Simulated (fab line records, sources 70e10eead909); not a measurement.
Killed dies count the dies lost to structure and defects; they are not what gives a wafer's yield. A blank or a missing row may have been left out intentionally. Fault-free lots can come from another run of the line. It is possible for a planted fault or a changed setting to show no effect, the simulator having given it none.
Which tool did it? :: flow nand harc :: 13 lots with 39 wafers sampled at 5 steps, on a route of 1159 steps

WHAT EACH GAUGE READ, for each wafer
NHARC_END_SORT_01.
lot: L384
measured: day 25 08:32
on: prober-01
killed at array: 27 652 33
killed at other: 0 2 1
killed at periphery: 1 6 4
killed dies: 28 660 38
killed open: 0 3 2
killed short: 1 0 2

lot: L383
measured: day 25 01:31
on: prober-02
killed at array: 639 46 653
killed at other: 2 1 4
killed at periphery: 9 5 7
killed dies: 650 52 664
killed open: 2 3 5
killed short: 0 4 3

WHICH TOOL RAN EACH LOT (tool, then ch and the chambers of the sampled wafers, then the start)
lot: L365
NHARC_A_STAIRCASE_ETCH_453: rie diel-10 ch 0,3, day 12 11:27 or earlier
NHARC_A_STAIRCASE_ALD_415: ald hk-03 ch 0,1,2, day 12 11:27
NHARC_A_STAIRCASE_DEP_417: pecvd-01 ch 0,2, day 12 13:16
NHARC_A_STAIRCASE_DEP_151: pecvd-02 ch 1,2, day 13 09:10

lot: L364
NHARC_A_STAIRCASE_ETCH_453: rie diel-05 ch 1,2,3, day 12 15:28 or earlier
NHARC_A_STAIRCASE_ALD_415: ald hk-01 ch 0,1,2, day 12 15:28
NHARC_A_STAIRCASE_DEP_417: pecvd-04 ch 0,1,2, day 12 17:24
NHARC_A_STAIRCASE_DEP_151: pecvd-04 ch 0,1, day 13 09:33

lot: L363
NHARC_A_STAIRCASE_ETCH_453: rie diel-10 ch 0,1,2, day 12 23:26 or earlier
NHARC_A_STAIRCASE_ALD_415: ald hk-01 ch 0,2,3, day 12 23:26
NHARC_A_STAIRCASE_DEP_417: pecvd-02 ch 0,1, day 13 01:44
NHARC_A_STAIRCASE_DEP_151: pecvd-04 ch 0,1,2, day 13 14:04

lot: L366
NHARC_A_STAIRCASE_ETCH_453: rie diel-10 ch 1,2, day 13 00:55 or earlier
NHARC_A_STAIRCASE_ALD_415: ald hk-03 ch 0,1,3, day 13 00:55
NHARC_A_STAIRCASE_DEP_417: pecvd-02 ch 1,2, day 13 03:16
NHARC_A_STAIRCASE_DEP_151: pecvd-02 ch 0,1,2, day 13 14:10

lot: L369
NHARC_A_STAIRCASE_ETCH_453: rie diel-05 ch 0,1, day 13 05:37 or earlier
NHARC_A_STAIRCASE_ALD_415: ald hk-01 ch 0,1, day 13 05:37
NHARC_A_STAIRCASE_DEP_417: pecvd-02 ch 0,1,2, day 13 08:02
NHARC_A_STAIRCASE_DEP_151: pecvd-04 ch 0,1,2, day 13 20:18

lot: L370
NHARC_A_STAIRCASE_ETCH_453: rie diel-10 ch 0,2,3, day 13 07:07 or earlier
NHARC_A_STAIRCASE_ALD_415: ald hk-03 ch 0,1,2, day 13 07:07
NHARC_A_STAIRCASE_DEP_417: pecvd-04 ch 0,2, day 13 10:52
NHARC_A_STAIRCASE_DEP_151: pecvd-04 ch 0,1,2, day 13 23:01

lot: L374
NHARC_A_STAIRCASE_ETCH_453: rie diel-10 ch 1,2, day 14 03:48 or earlier
NHARC_A_STAIRCASE_ALD_415: ald hk-02 ch 1,3, day 14 03:48
NHARC_A_STAIRCASE_DEP_417: pecvd-02 ch 1,2, day 14 06:11
NHARC_A_STAIRCASE_DEP_151: pecvd-02 ch 0,1, day 14 19:46

lot: L371
NHARC_A_STAIRCASE_ETCH_453: rie diel-10 ch 2,3, day 14 06:14 or earlier
NHARC_A_STAIRCASE_ALD_415: ald hk-02 ch 0,1, day 14 06:14
NHARC_A_STAIRCASE_DEP_417: pecvd-04 ch 0,2, day 14 08:29
NHARC_A_STAIRCASE_DEP_151: pecvd-01 ch 0,1,2, day 14 20:08

lot: L375
NHARC_A_STAIRCASE_ETCH_453: rie diel-06 ch 0,2,3, day 15 00:50 or earlier
NHARC_A_STAIRCASE_ALD_415: ald hk-01 ch 0,1,3, day 15 00:50
NHARC_A_STAIRCASE_DEP_417: pecvd-04 ch 0,2, day 15 03:05
NHARC_A_STAIRCASE_DEP_151: pecvd-01 ch 0,1,2, day 15 14:18

lot: L384
NHARC_A_STAIRCASE_ETCH_453: rie diel-06 ch 1,3, day 16 23:50 or earlier
NHARC_A_STAIRCASE_ALD_415: ald hk-03 ch 0,2,3, day 16 23:50
NHARC_A_STAIRCASE_DEP_417: pecvd-01 ch 0,1, day 17 01:53
NHARC_A_STAIRCASE_DEP_151: pecvd-02 ch 0,1, day 17 14:03

lot: L385
NHARC_A_STAIRCASE_ETCH_453: rie diel-06 ch 0,1,2, day 17 04:04 or earlier
NHARC_A_STAIRCASE_ALD_415: ald hk-02 ch 0,2,3, day 17 04:04
NHARC_A_STAIRCASE_DEP_417: pecvd-02 ch 0,1,2, day 17 06:00
NHARC_A_STAIRCASE_DEP_151: pecvd-02 ch 0,1,2, day 17 18:08

lot: L383
NHARC_A_STAIRCASE_ETCH_453: rie diel-05 ch 0,1,3, day 17 04:15 or earlier
NHARC_A_STAIRCASE_ALD_415: ald hk-03 ch 1,2,3, day 17 04:15
NHARC_A_STAIRCASE_DEP_417: pecvd-01 ch 0,1, day 17 06:32
NHARC_A_STAIRCASE_DEP_151: pecvd-04 ch 1,2, day 17 17:51

lot: L386
NHARC_A_STAIRCASE_ETCH_453: rie diel-06 ch 0,3, day 18 03:43 or earlier
NHARC_A_STAIRCASE_ALD_415: ald hk-02 ch 0,1, day 18 03:43
NHARC_A_STAIRCASE_DEP_417: pecvd-02 ch 0,1,2, day 18 07:02
NHARC_A_STAIRCASE_DEP_151: pecvd-02 ch 1,2, day 18 18:04
- NHARC_A_STAIRCASE_ETCH_453: etches the open film in CF4/O2, target depth 30 nm, overetch 3 nm, time 16.5 s.
- NHARC_A_STAIRCASE_ALD_415: deposits SiO2, target thk 30 nm, pulse time 6 s, ald cycles 300.
- NHARC_A_STAIRCASE_DEP_417: deposits Si3N4, target thk 60 nm.
- NHARC_A_STAIRCASE_DEP_151: deposits SiO2, target thk 3800 nm.

WHAT THE TOOLS THEMSELVES READ (means of the sampled wafers that have a number; where no wafer has one, the mark that the record gives instead)
NHARC_A_STAIRCASE_ETCH_453.
lot: L365
tool: rie diel-10
drypump motor current A (A): 5.4
oes product au (a.u.): 1.000
rf vpp V (V): 197.2
showerhead plenum p Torr (Torr): 1.35
throttle valve pct (%): 13.400

lot: L364
tool: rie diel-05
drypump motor current A (A): 5.9
oes product au (a.u.): 0.995
rf vpp V (V): 197.5
showerhead plenum p Torr (Torr): 1.31
throttle valve pct (%): 13.400

lot: L363
tool: rie diel-10
drypump motor current A (A): 6.2
oes product au (a.u.): 0.997
rf vpp V (V): 199.0
showerhead plenum p Torr (Torr): 1.34
throttle valve pct (%): 13.402

lot: L366
tool: rie diel-10
drypump motor current A (A): 6.4
oes product au (a.u.): 1.006
rf vpp V (V): 197.9
showerhead plenum p Torr (Torr): 1.34
throttle valve pct (%): 13.396

lot: L369
tool: rie diel-05
drypump motor current A (A): 5.7
oes product au (a.u.): 1.001
rf vpp V (V): 196.5
showerhead plenum p Torr (Torr): 1.29
throttle valve pct (%): 13.396

lot: L370
tool: rie diel-10
drypump motor current A (A): 5.6
oes product au (a.u.): 1.009
rf vpp V (V): 198.1
showerhead plenum p Torr (Torr): 1.34
throttle valve pct (%): 13.408

lot: L374
tool: rie diel-10
drypump motor current A (A): 6.4
oes product au (a.u.): 1.005
rf vpp V (V): 198.0
showerhead plenum p Torr (Torr): 1.34
throttle valve pct (%): 13.389

lot: L371
tool: rie diel-10
drypump motor current A (A): 5.5
oes product au (a.u.): 1.000
rf vpp V (V): 197.6
showerhead plenum p Torr (Torr): 1.31
throttle valve pct (%): 13.402

lot: L375
tool: rie diel-06
drypump motor current A (A): 5.9
oes product au (a.u.): 0.994
rf vpp V (V): 197.8
showerhead plenum p Torr (Torr): 1.34
throttle valve pct (%): 13.401

lot: L384
tool: rie diel-06
drypump motor current A (A): 5.8
oes product au (a.u.): 1.006
rf vpp V (V): 198.5
showerhead plenum p Torr (Torr): 1.33
throttle valve pct (%): 13.397

lot: L385
tool: rie diel-06
drypump motor current A (A): 5.8
oes product au (a.u.): 1.004
rf vpp V (V): 196.9
showerhead plenum p Torr (Torr): 1.32
throttle valve pct (%): 13.396

lot: L383
tool: rie diel-05
drypump motor current A (A): 5.6
oes product au (a.u.): 0.991
rf vpp V (V): 196.4
showerhead plenum p Torr (Torr): 1.28
throttle valve pct (%): 13.404

lot: L386
tool: rie diel-06
drypump motor current A (A): 6.2
oes product au (a.u.): 1.006
rf vpp V (V): 197.8
showerhead plenum p Torr (Torr): 1.35
throttle valve pct (%): 13.401

NHARC_A_STAIRCASE_ALD_415.
lot: L365
tool: ald hk-03
heater power w (W): 471
precursor pulse height rel: 1.001

lot: L364
tool: ald hk-01
heater power w (W): 503
precursor pulse height rel: 0.994

lot: L363
tool: ald hk-01
heater power w (W): 476
precursor pulse height rel: 0.995

lot: L366
tool: ald hk-03
heater power w (W): 485
precursor pulse height rel: 1.016

lot: L369
tool: ald hk-01
heater power w (W): 483
precursor pulse height rel: 1.020

lot: L370
tool: ald hk-03
heater power w (W): 476
precursor pulse height rel: 1.002

lot: L374
tool: ald hk-02
heater power w (W): 442
precursor pulse height rel: 1.010

lot: L371
tool: ald hk-02
heater power w (W): 439
precursor pulse height rel: 0.987

lot: L375
tool: ald hk-01
heater power w (W): 482
precursor pulse height rel: 1.011

lot: L384
tool: ald hk-03
heater power w (W): 484
precursor pulse height rel: 1.013

lot: L385
tool: ald hk-02
heater power w (W): 480
precursor pulse height rel: 0.992

lot: L383
tool: ald hk-03
heater power w (W): 497
precursor pulse height rel: 1.013

lot: L386
tool: ald hk-02
heater power w (W): 445
precursor pulse height rel: 0.997

NHARC_A_STAIRCASE_DEP_417.
lot: L365
tool: pecvd-01
heater power w (W): 696

lot: L364
tool: pecvd-04
heater power w (W): 761

lot: L363
tool: pecvd-02
heater power w (W): 762

lot: L366
tool: pecvd-02
heater power w (W): 794

lot: L369
tool: pecvd-02
heater power w (W): 715

lot: L370
tool: pecvd-04
heater power w (W): 777

lot: L374
tool: pecvd-02
heater power w (W): 743

lot: L371
tool: pecvd-04
heater power w (W): 705

lot: L375
tool: pecvd-04
heater power w (W): 845

lot: L384
tool: pecvd-01
heater power w (W): 736

lot: L385
tool: pecvd-02
heater power w (W): 756

lot: L383
tool: pecvd-01
heater power w (W): 734

lot: L386
tool: pecvd-02
heater power w (W): 710

NHARC_A_STAIRCASE_DEP_151.
lot: L365
tool: pecvd-02
heater power w (W): 740

lot: L364
tool: pecvd-04
heater power w (W): 590

lot: L363
tool: pecvd-04
heater power w (W): 691

lot: L366
tool: pecvd-02
heater power w (W): 634

lot: L369
tool: pecvd-04
heater power w (W): 640

lot: L370
tool: pecvd-04
heater power w (W): 699

lot: L374
tool: pecvd-02
heater power w (W): 741

lot: L371
tool: pecvd-01
heater power w (W): 640

lot: L375
tool: pecvd-01
heater power w (W): 722

lot: L384
tool: pecvd-02
heater power w (W): 686

lot: L385
tool: pecvd-02
heater power w (W): 606

lot: L383
tool: pecvd-04
heater power w (W): 746

lot: L386
tool: pecvd-02
heater power w (W): 615

THE ANSWER, worked out from the rows above alone
Rule: the usual values come from the lots themselves. The widest of any qualifying gaps counts: lots, ordered by their means at a reading, are off when they make up no more than a third of the lots, leave a main group of 4 or more, and stand apart from it by 3 or more times the standard deviation of that group's means. If all means in a main group match to the digits the tables above print for the reading, that group is not used. Also off: a lot with no number at a reading for which 4 or more lots have one. Where the step has rows for the other lots, those lots are counted as sound. The gauges are gone through in route order, then the tools' own readings, and for those a lot's mean is taken as printed above. The first step at which some lot is off is used, and at that step the reading that is off furthest; a lot without a number counts as furthest.
No lot is off on any of the readings shown, so nothing can be concluded from this.

WHAT THE SIMULATOR PUT IN
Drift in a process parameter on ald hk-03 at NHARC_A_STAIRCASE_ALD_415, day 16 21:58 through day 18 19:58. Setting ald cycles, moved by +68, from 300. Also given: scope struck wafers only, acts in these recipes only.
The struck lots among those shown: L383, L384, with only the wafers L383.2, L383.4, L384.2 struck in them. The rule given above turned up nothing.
